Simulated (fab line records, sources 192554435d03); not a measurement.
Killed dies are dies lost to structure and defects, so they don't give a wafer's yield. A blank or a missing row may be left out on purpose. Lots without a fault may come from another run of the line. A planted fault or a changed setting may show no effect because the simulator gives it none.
Which tool did it? | flow n5_finfet | 11 lots, 33 wafers sampled, at 3 steps of a route of 1938

WHAT THE GAUGES READ, wafer by wafer
N5_BEOL_M15_INSPECT_55: inspects for defects (darkfield). Usual: raw_defect_count 77, standard deviation 22.
lot  | measured     | on                | raw_defect_count | flag
L128 | day 11 19:09 | defect_inspect-01 | 70 80 56         |
L129 | day 12 04:37 | defect_inspect-02 | 122 116 88       |
L134 | day 13 06:01 | defect_inspect-02 | 66 93 96         |
L133 | day 13 14:34 | defect_inspect-02 | 46 63 60         |
L131 | day 13 14:29 | defect_inspect-02 | 80 79 108        |
L132 | day 13 19:26 | defect_inspect-02 | 104 124 96       |
L137 | day 13 23:05 | defect_inspect-02 | 103 86 106       |
L138 | day 14 10:28 | defect_inspect-02 | 72 93 112        |
L150 | day 17 11:27 | defect_inspect-01 | 58 88 70         |
L151 | day 17 16:32 | defect_inspect-02 | 75 80 47         |
L149 | day 17 21:05 | defect_inspect-01 | 95 99 93         |

WHICH TOOL RAN EACH LOT (tool, then ch and the chambers of the sampled wafers, then the start)
lot  | N5_BEOL_M15_DESCUM_33              | N5_BEOL_M15_ANNEAL_48
L128 | rie_diel-01 ch 0,1,3, day 11 15:55 | rtp_anneal-01 ch 0, day 11 18:24
L129 | rie_diel-03 ch 0,2,3, day 11 21:52 | rtp_anneal-02 ch 0, day 12 03:53
L134 | rie_diel-02 ch 0,1,2, day 12 19:17 | rtp_anneal-02 ch 0, day 13 05:21
L133 | rie_diel-01 ch 0,1,2, day 13 06:17 | rtp_anneal-01 ch 0, day 13 13:49
L131 | rie_diel-03 ch 0,2,3, day 13 08:27 | rtp_anneal-02 ch 0, day 13 13:42
L132 | rie_diel-02 ch 0,1,3, day 13 13:29 | rtp_anneal-02 ch 0, day 13 18:41
L137 | rie_diel-03 ch 2,3, day 13 20:58   | rtp_anneal-02 ch 0, day 13 22:23
L138 | rie_diel-02 ch 0,1,3, day 14 05:00 | rtp_anneal-02 ch 0, day 14 09:46
L150 | rie_diel-01 ch 0,3, day 17 09:27   | rtp_anneal-02 ch 0, day 17 10:42
L151 | rie_diel-01 ch 0,1,3, day 17 13:58 | rtp_anneal-01 ch 0, day 17 15:52
L149 | rie_diel-02 ch 0,1,2, day 17 18:16 | rtp_anneal-02 ch 0, day 17 20:20
- N5_BEOL_M15_DESCUM_33: chemistry O2, time 7.9 s.
- N5_BEOL_M15_ANNEAL_48: time 90 s.

WHAT THE TOOLS THEMSELVES READ (means of the sampled wafers that have a number; where no wafer has one, the mark that the record gives instead)
N5_BEOL_M15_DESCUM_33. Usual: bias_power_w 19.99 W, standard deviation 0.06; chamber_pressure_mTorr 19.999 mTorr, standard deviation 0.02; drypump_motor_current_A 5.6 A, standard deviation 0.48; o2_flow_sccm 225.0 sccm, standard deviation 0.63; oes_product_au 0.74 a.u., standard deviation 0.062; rf_fwd_power_W 49.37 W, standard deviation 0.25; rf_vpp_V 243.3 V, standard deviation 1.8; showerhead_plenum_p_Torr 2.10 Torr, standard deviation 0.094; throttle_valve_pct 20.56 %, standard deviation 0.24.
lot  | tool        | bias_power_w (W) | chamber_pressure_mTorr (mTorr) | drypump_motor_current_A (A) | o2_flow_sccm (sccm) | oes_product_au (a.u.) | rf_fwd_power_W (W) | rf_vpp_V (V) | showerhead_plenum_p_Torr (Torr) | throttle_valve_pct (%) | flag
L128 | rie_diel-01 | 19.98            | 20.004                         | 5.8                         | 225.0               | 0.75                  | 49.44              | 244.8        | 2.15                            | 20.65                  |
L129 | rie_diel-03 | 20.06            | 19.986                         | 5.8                         | 224.8               | 0.73                  | 49.18              | 245.1        | 2.14                            | 20.48                  |
L134 | rie_diel-02 | 19.99            | 19.994                         | 5.4                         | 225.1               | 0.71                  | 49.43              | 241.6        | 1.99                            | 20.53                  |
L133 | rie_diel-01 | 20.03            | 20.007                         | 5.6                         | 224.6               | 0.79                  | 49.47              | 244.4        | 2.20                            | 20.56                  |
L131 | rie_diel-03 | 19.98            | 19.988                         | 5.8                         | 224.9               | 0.72                  | 49.20              | 243.4        | 2.13                            | 20.49                  |
L132 | rie_diel-02 | 19.99            | 19.998                         | 5.3                         | 225.0               | 0.73                  | 49.52              | 242.4        | 2.07                            | 20.36                  |
L137 | rie_diel-03 | 20.04            | 19.998                         | 6.0                         | 225.2               | 0.73                  | 49.33              | 244.2        | 2.17                            | 20.45                  |
L138 | rie_diel-02 | 19.96            | 19.992                         | 5.3                         | 225.0               | 0.73                  | 49.21              | 243.6        | 2.07                            | 20.37                  |
L150 | rie_diel-01 | 20.02            | 19.997                         | 5.9                         | 224.3               | 0.68                  | 49.49              | 243.9        | 2.12                            | 20.66                  |
L151 | rie_diel-01 | 19.99            | 20.006                         | 5.7                         | 224.9               | 0.72                  | 49.59              | 244.0        | 2.14                            | 20.71                  |
L149 | rie_diel-02 | 20.00            | 20.008                         | 5.4                         | 225.3               | 0.79                  | 49.57              | 242.4        | 2.06                            | 20.47                  |

N5_BEOL_M15_ANNEAL_48. Usual: wafer_temp_C_max 225.91, standard deviation 0.25.
lot  | tool          | wafer_temp_C_max | flag
L128 | rtp_anneal-01 | 225.95           |
L129 | rtp_anneal-02 | 225.99           |
L134 | rtp_anneal-02 | 225.99           |
L133 | rtp_anneal-01 | 225.78           |
L131 | rtp_anneal-02 | 225.92           |
L132 | rtp_anneal-02 | 225.86           |
L137 | rtp_anneal-02 | 244.18           | OFF
L138 | rtp_anneal-02 | 244.25           | OFF
L150 | rtp_anneal-02 | 225.78           |
L151 | rtp_anneal-01 | 226.18           |
L149 | rtp_anneal-02 | 226.02           |

THE ANSWER, worked out from the rows above alone
Rule: a lot is off if the mean of its wafers that have a number lies more than 3 standard deviations from the usual mean. A lot without any number at a reading at which 4 lots or more have one is off too. The other lots that the step has rows for count as sound. The gauges are gone through in route order, then the tools' own readings, and for those a lot's mean is taken as printed above. The first step at which some lot is off is used, and at that step the reading that is off furthest; a lot without a number counts as furthest.
Off: L137, L138, at N5_BEOL_M15_ANNEAL_48 (wafer_temp_C_max).
A tool fits if, at that step or a process step before it, it ran every lot that is off, and no sound lot after the first of them. None of those tried fits.

WHAT THE SIMULATOR HAD PUT IN
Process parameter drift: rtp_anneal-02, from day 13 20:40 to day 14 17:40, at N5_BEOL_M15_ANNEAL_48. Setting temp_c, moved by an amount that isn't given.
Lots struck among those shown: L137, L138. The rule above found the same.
